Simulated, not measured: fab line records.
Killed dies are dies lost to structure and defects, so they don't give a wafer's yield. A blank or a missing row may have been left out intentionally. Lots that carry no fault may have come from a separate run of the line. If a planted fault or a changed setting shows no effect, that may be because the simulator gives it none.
The tool behind it: which one? ; flow n5Finfet ; 33 wafers from 11 lots sampled at 5 of the route's 1938 steps

## WHAT THE GAUGES SHOWED, per wafer
N5_BEOL_M5_THK_MEAS_53: measures by xrf. Usual: M5_THK 61.4 nm, standard deviation 1.4.
lot;measured;on;M5_THK (nm);flag
L833;day 9 04:46;filmMetro-02;58.3 58.3 58.9;
L835;day 10 01:04;filmMetro-01;63.3 60.3 59.7;
L836;day 10 05:52;filmMetro-01;61.0 59.5 61.1;
L837;day 10 09:37;filmMetro-02;61.8 59.1 60.6;
L842;day 11 21:07;filmMetro-02;62.8 60.9 64.0;
L844;day 12 22:29;filmMetro-02;62.7 62.4 62.3;
L845;day 13 05:02;filmMetro-01;60.8 64.0 61.2;
L849;day 14 03:22;filmMetro-01;63.1 64.2 63.4;
L853;day 15 06:17;filmMetro-01;60.7 59.4 59.4;
L855;day 15 15:26;filmMetro-01;63.2 62.7 61.6;
L856;day 15 16:40;filmMetro-02;60.5 59.3 60.0;

N5_BEOL_M6_THK_MEAS_01. Usual: M6_ILD_THK 155.4 nm, standard deviation 1.6.
lot;measured;on;M6_ILD_THK (nm);flag
L833;day 9 05:40;filmMetro-02;159.9 156.9 157.7;
L835;day 10 03:58;filmMetro-01;154.0 156.6 155.4;
L836;day 10 06:47;filmMetro-01;154.2 154.6 151.5;
L837;day 10 10:33;filmMetro-02;155.2 157.9 157.0;
L842;day 11 22:02;filmMetro-02;144.0 146.4 146.6;OFF
L844;day 12 23:23;filmMetro-01;145.0 146.8 148.1;OFF
L845;day 13 05:56;filmMetro-02;154.8 157.6 155.5;
L849;day 14 04:17;filmMetro-01;152.6 153.7 155.1;
L853;day 15 07:45;filmMetro-01;152.9 154.7 156.9;
L855;day 15 16:22;filmMetro-02;155.8 156.4 154.9;
L856;day 15 17:35;filmMetro-02;156.0 157.3 154.5;

## EACH LOT AND THE TOOL THAT RAN IT (in order: tool; ch and the chambers of the sampled wafers; start)
lot;N5_BEOL_M5_SPUTTER_88;N5_BEOL_M5_ANNEAL_51;N5_BEOL_M6_ILD_DEP_00
L833;pvdSputter-02, day 9 02:52;rtpAnneal-02 ch 0, day 9 04:18;pecvd-04 ch 0,1,2, day 9 05:06
L835;pvdSputter-02, day 9 23:08;rtpAnneal-01 ch 0, day 10 00:29;pecvd-03 ch 0,1, day 10 03:14
L836;pvdSputter-01, day 10 03:46;rtpAnneal-01 ch 0, day 10 05:17;pecvd-01 ch 0,1,2, day 10 06:11
L837;pvdSputter-03, day 10 07:23;rtpAnneal-01 ch 0, day 10 09:04;pecvd-01 ch 1,2, day 10 09:58
L842;pvdSputter-02, day 11 19:04;rtpAnneal-02 ch 0, day 11 20:31;pecvd-01 ch 0, day 11 21:26
L844;pvdSputter-03, day 12 20:36;rtpAnneal-01 ch 0, day 12 22:02;pecvd-01 ch 0,1,2, day 12 22:50
L845;pvdSputter-01, day 13 03:05;rtpAnneal-02 ch 0, day 13 04:26;pecvd-04 ch 0,2, day 13 05:22
L849;pvdSputter-01, day 14 01:25;rtpAnneal-02 ch 0, day 14 02:50;pecvd-04 ch 0,1, day 14 03:42
L853;pvdSputter-03, day 15 04:13;rtpAnneal-01 ch 0, day 15 05:44;pecvd-04 ch 1,2, day 15 07:09
L855;pvdSputter-03, day 15 13:34;rtpAnneal-01 ch 0, day 15 14:56;pecvd-03 ch 1,2, day 15 15:47
L856;pvdSputter-01, day 15 14:41;rtpAnneal-01 ch 0, day 15 16:10;pecvd-03 ch 1,2, day 15 17:01
- N5_BEOL_M5_SPUTTER_88: material Cu, target thk 15 nm, time 27.62 s.
- N5_BEOL_M5_ANNEAL_51: time 90 s.
- N5_BEOL_M6_ILD_DEP_00: deposits SiCOH lowk from DEMS/porogen, target thk 179.75 nm, time 33.4 s.

## WHAT THE TOOLS THEMSELVES READ (means of the sampled wafers that have a number; where no wafer has one, the mark that the record gives instead)
N5_BEOL_M5_SPUTTER_88. Usual: throttleValvePct reads 30.5 % (standard deviation 1.4).
lot;tool;throttleValvePct (%);flag
L833;pvdSputter-02;30.0;
L835;pvdSputter-02;29.1;
L836;pvdSputter-01;31.1;
L837;pvdSputter-03;31.2;
L842;pvdSputter-02;29.4;
L844;pvdSputter-03;30.8;
L845;pvdSputter-01;30.5;
L849;pvdSputter-01;31.6;
L853;pvdSputter-03;32.1;
L855;pvdSputter-03;31.3;
L856;pvdSputter-01;32.1;

N5_BEOL_M5_ANNEAL_51. Usual: wafer_temp_C_max reads 226.05 (standard deviation 0.25).
lot;tool;wafer_temp_C_max;flag
L833;rtpAnneal-02;226.03;
L835;rtpAnneal-01;226.26;
L836;rtpAnneal-01;226.02;
L837;rtpAnneal-01;226.17;
L842;rtpAnneal-02;226.08;
L844;rtpAnneal-01;226.14;
L845;rtpAnneal-02;226.04;
L849;rtpAnneal-02;225.73;
L853;rtpAnneal-01;226.09;
L855;rtpAnneal-01;226.26;
L856;rtpAnneal-01;226.25;

N5_BEOL_M6_ILD_DEP_00. Usual: heaterPowerW 308 W, standard deviation 52; showerheadPlenumPTorr 5.734 Torr, standard deviation 0.012; susceptorTempC 300.01 C, standard deviation 0.2; throttleValvePct 13.3 %, standard deviation 0.61.
lot;tool;heaterPowerW (W);showerheadPlenumPTorr (Torr);susceptorTempC (C);throttleValvePct (%);flag
L833;pecvd-04;295;5.741;299.83;13.3;
L835;pecvd-03;241;5.732;300.12;13.3;
L836;pecvd-01;299;5.741;300.16;13.3;
L837;pecvd-01;294;5.725;299.85;13.6;
L842;pecvd-01;458;5.744;310.86;13.7;OFF
L844;pecvd-01;359;5.747;310.72;13.4;OFF
L845;pecvd-04;334;5.729;299.99;13.1;
L849;pecvd-04;292;5.741;299.83;13.8;
L853;pecvd-04;325;5.740;300.02;13.6;
L855;pecvd-03;285;5.724;299.88;13.2;
L856;pecvd-03;302;5.715;300.12;12.7;

## THE ANSWER, worked out from the rows above alone
Rule: a lot counts as off when the mean over its wafers that have a number is more than 3 standard deviations away from the usual mean. A lot without any number at a reading at which 4 lots or more have one is off too. All remaining lots with rows at the step are treated as sound. First the gauges in route order, then the tools' own readings, where a lot's mean is used as printed above. At the first step where some lot is off, the reading lying furthest off is the one used; lots without a number count as furthest.
Off: L842, L844, seen at N5_BEOL_M6_THK_MEAS_01 (M6_ILD_THK).
A tool fits if, at a process step before that reading, it ran every lot that is off, and no sound lot after the first of them. Not tried: the gauges at N5_BEOL_M6_THK_MEAS_01; whatever is off there is also off at N5_BEOL_M6_ILD_DEP_00, on other tools, and gauge error can't account for it. One fits: pecvd-01 at N5_BEOL_M6_ILD_DEP_00. A fault onset in the window from L837 (day 10 09:58, its last sound lot) to L842 (day 11 21:26, its first lot off) fits.
The tool's own readings at N5_BEOL_M6_ILD_DEP_00 bear it out: on the lots that are off they differ by more than 5 times the standard deviation of the sound lots' means. susceptorTempC reads 310.79 C there against 299.98 C on the sound lots.

## WHAT THE SIMULATOR HAD PUT IN
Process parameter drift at N5_BEOL_M6_ILD_DEP_00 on pecvd-01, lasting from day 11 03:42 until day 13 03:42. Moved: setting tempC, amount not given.
Struck lots among those shown: L842, L844. The same result came from the rule above.
